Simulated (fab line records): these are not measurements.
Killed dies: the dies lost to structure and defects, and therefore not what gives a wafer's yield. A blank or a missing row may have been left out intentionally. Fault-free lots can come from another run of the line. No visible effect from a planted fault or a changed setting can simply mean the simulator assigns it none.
The tool behind it: which one?	flow nand harc	13 lots with 39 wafers sampled at 4 steps, on a route of 1159 steps

== WHAT THE GAUGES READ, wafer by wafer ==
The record holds no reading of a measuring or inspecting step that can be judged against a usual standard deviation.

== TOOL THAT RAN EACH LOT (tool first, then ch and the chambers of the sampled wafers, then the start) ==
lot	NHARC_A_STAIRCASE_ETCH_223	NHARC_A_STAIRCASE_ETCH_230	NHARC_A_STAIRCASE_ETCH_232	NHARC_A_STAIRCASE_TRIM_233
L112	rie diel-03 ch 0,3, day 11 02:28 or earlier	rie diel-02 ch 0,3, day 11 02:28	rie diel-02 ch 0,1,2, no start	rie diel-02 ch 0,2,3, no start
L115	rie diel-03 ch 0,1,3, day 11 18:53 or earlier	rie diel-03 ch 0,1,3, day 11 18:53	rie diel-03 ch 0,1,2, no start	rie diel-03 ch 0,3, no start
L119	rie diel-03 ch 0,2,3, day 12 11:49 or earlier	rie diel-03 ch 0,1,2, day 12 11:49	rie diel-03 ch 0,1,3, no start	rie diel-03 ch 1,2,3, no start
L121	rie diel-03 ch 1,2,3, day 13 05:14 or earlier	rie diel-03 ch 2,3, day 13 05:14	rie diel-03 ch 1,3, no start	rie diel-03 ch 0,2,3, no start
L120	rie diel-02 ch 0,1,3, day 13 07:25 or earlier	rie diel-03 ch 0,1,2, day 13 07:25	rie diel-03 ch 2,3, no start	rie diel-03 ch 1,2,3, no start
L122	rie diel-03 ch 1,2,3, day 13 23:33 or earlier	rie diel-03 ch 1,2,3, day 13 23:33	rie diel-03 ch 1,2,3, no start	rie diel-03 ch 1,2,3, no start
L123	rie diel-09 ch 0,2, day 14 09:28 or earlier	rie diel-02 ch 1,3, day 14 09:28	rie diel-02 ch 0,1,2, no start	rie diel-02 ch 0,1,2, no start
L124	rie diel-03 ch 0,1,3, day 14 09:42 or earlier	rie diel-03 ch 0,1,2, day 14 09:42	rie diel-03 ch 1,2,3, no start	rie diel-03 ch 0,1,3, no start
L126	rie diel-02 ch 0,1,3, day 14 16:42 or earlier	rie diel-03 ch 0,3, day 14 16:42	rie diel-03 ch 0,1, no start	rie diel-03 ch 0,1,2, no start
L125	rie diel-09 ch 0,1,2, day 14 18:54 or earlier	rie diel-03 ch 1,2, day 14 18:54	rie diel-03 ch 2,3, no start	rie diel-03 ch 0,1, no start
L129	rie diel-03 ch 0,1,2, day 15 12:16 or earlier	rie diel-03 ch 0,1,2, day 15 12:16	rie diel-03 ch 2,3, no start	rie diel-03 ch 1,3, no start
L131	rie diel-09 ch 0,1,3, day 15 17:34 or earlier	rie diel-03 ch 1,2,3, day 15 17:34	rie diel-03 ch 0,3, no start	rie diel-03 ch 0,1,3, no start
L135	rie diel-09 ch 0,2,3, day 17 06:39 or earlier	rie diel-09 ch 0,2, day 17 06:39	rie diel-09 ch 2,3, no start	rie diel-09 ch 1,2, no start
- NHARC_A_STAIRCASE_ETCH_223: etches the open film in C4F8/O2, target depth 100 nm, time 40.5 s.
- NHARC_A_STAIRCASE_ETCH_230: etches the open film in C4F8/O2, target depth 100 nm, time 40.5 s.
- NHARC_A_STAIRCASE_ETCH_232: etches the open film in C4F8/O2, target depth 100 nm, time 40.5 s.
- NHARC_A_STAIRCASE_TRIM_233: chemistry O2, time 211.2 s.

== AS READ BY THE TOOLS THEMSELVES (means over the sampled wafers that have a number; for cases with no such wafer, the mark the record gives instead) ==
NHARC_A_STAIRCASE_ETCH_223.
lot	tool	oes product au (a.u.)	rf fwd power W (W)	rf vpp V (V)
L112	rie diel-03	0.950	591.2	890
L115	rie diel-03	0.960	592.3	890
L119	rie diel-03	0.941	593.5	896
L121	rie diel-03	0.953	592.5	894
L120	rie diel-02	0.930	593.1	893
L122	rie diel-03	0.951	591.9	893
L123	rie diel-09	0.954	593.8	895
L124	rie diel-03	0.942	593.2	888
L126	rie diel-02	0.945	594.6	894
L125	rie diel-09	0.949	593.4	896
L129	rie diel-03	0.938	594.3	894
L131	rie diel-09	0.960	591.2	899
L135	rie diel-09	0.937	592.1	897

NHARC_A_STAIRCASE_ETCH_230.
lot	tool	oes product au (a.u.)	rf fwd power W (W)	rf vpp V (V)
L112	rie diel-02	0.985	595	894
L115	rie diel-03	0.947	592	889
L119	rie diel-03	0.945	595	895
L121	rie diel-03	0.941	594	900
L120	rie diel-03	0.974	597	895
L122	rie diel-03	0.949	593	894
L123	rie diel-02	0.946	596	892
L124	rie diel-03	0.949	593	894
L126	rie diel-03	0.942	592	890
L125	rie diel-03	0.928	597	892
L129	rie diel-03	0.953	595	894
L131	rie diel-03	1.026	674	892
L135	rie diel-09	0.953	593	892

NHARC_A_STAIRCASE_ETCH_232.
lot	tool	oes product au (a.u.)	rf fwd power W (W)	rf vpp V (V)
L112	rie diel-02	0.950	595.2	899
L115	rie diel-03	0.957	592.8	895
L119	rie diel-03	0.939	590.6	890
L121	rie diel-03	0.951	592.5	888
L120	rie diel-03	0.949	595.2	899
L122	rie diel-03	0.948	591.2	893
L123	rie diel-02	0.940	595.6	899
L124	rie diel-03	0.922	591.1	894
L126	rie diel-03	0.948	592.8	890
L125	rie diel-03	0.933	594.9	899
L129	rie diel-03	0.941	594.2	899
L131	rie diel-03	0.954	592.4	890
L135	rie diel-09	0.945	592.2	898

NHARC_A_STAIRCASE_TRIM_233.
lot	tool	drypump motor current A (A)	oes product au (a.u.)	rf vpp V (V)	showerhead plenum p Torr (Torr)	throttle valve pct (%)
L112	rie diel-02	5.8	1.000	58.3	3.56	17.038
L115	rie diel-03	5.9	1.000	57.2	3.36	17.041
L119	rie diel-03	5.7	1.003	57.8	3.47	17.032
L121	rie diel-03	5.6	1.020	57.1	3.50	17.032
L120	rie diel-03	5.7	1.010	57.1	3.47	17.045
L122	rie diel-03	5.7	1.007	57.5	3.47	17.032
L123	rie diel-02	5.8	1.002	58.7	3.62	17.041
L124	rie diel-03	5.7	1.012	57.5	3.33	17.034
L126	rie diel-03	5.4	1.004	57.8	3.49	17.033
L125	rie diel-03	5.5	1.010	57.3	3.32	17.031
L129	rie diel-03	5.9	0.995	56.8	3.29	17.035
L131	rie diel-03	5.7	1.001	55.9	3.33	17.035
L135	rie diel-09	5.5	1.006	57.8	3.58	17.028

== THE ANSWER, worked out from the rows above alone ==
Rule: the lots themselves supply what counts as usual. The widest of any qualifying gaps counts: lots, ordered by their means at a reading, are off when they make up no more than a third of the lots, leave a main group of 4 or more, and stand apart from it by 3 or more times the standard deviation of that group's means. The tables above print the reading to a certain number of digits; a main group whose means all agree to those digits is not used. Also off: a lot with no number at a reading for which 4 or more lots have one. Where the step has rows for the other lots, those lots are counted as sound. First the gauges in route order, then the tools' own readings, where a lot's mean is used as printed above. At the first step where some lot is off, the reading lying furthest off is the one used; lots without a number count as furthest.
Off at NHARC_A_STAIRCASE_ETCH_230 (rf fwd power W): L131. Main group: mean 594 W, sd 1.7.
If a tool, at that step or one of the process steps before it, ran each lot that is off and ran no sound lot following the first of them, it fits. With no start given for some of its lots, NHARC_A_STAIRCASE_ETCH_223 uses the hours and lot order of NHARC_A_STAIRCASE_ETCH_230. One fits: rie diel-03 at NHARC_A_STAIRCASE_ETCH_230. Its last sound lot is L129 (day 15 12:16), its first lot that is off L131 (day 15 17:34): a fault that began between those two fits.
The tool's own readings at NHARC_A_STAIRCASE_ETCH_230 bear it out: on the lots that are off they differ by more than 5 times the standard deviation of the sound lots' means. oes product au reads 1.026 a.u. there against 0.951 a.u. on the sound lots; rf fwd power W reads 674 W there against 594 W on the sound lots.

== WHAT THE SIMULATOR HAD PUT IN ==
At NHARC_A_STAIRCASE_ETCH_230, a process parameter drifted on rie diel-03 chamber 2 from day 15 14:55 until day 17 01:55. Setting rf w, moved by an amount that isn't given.
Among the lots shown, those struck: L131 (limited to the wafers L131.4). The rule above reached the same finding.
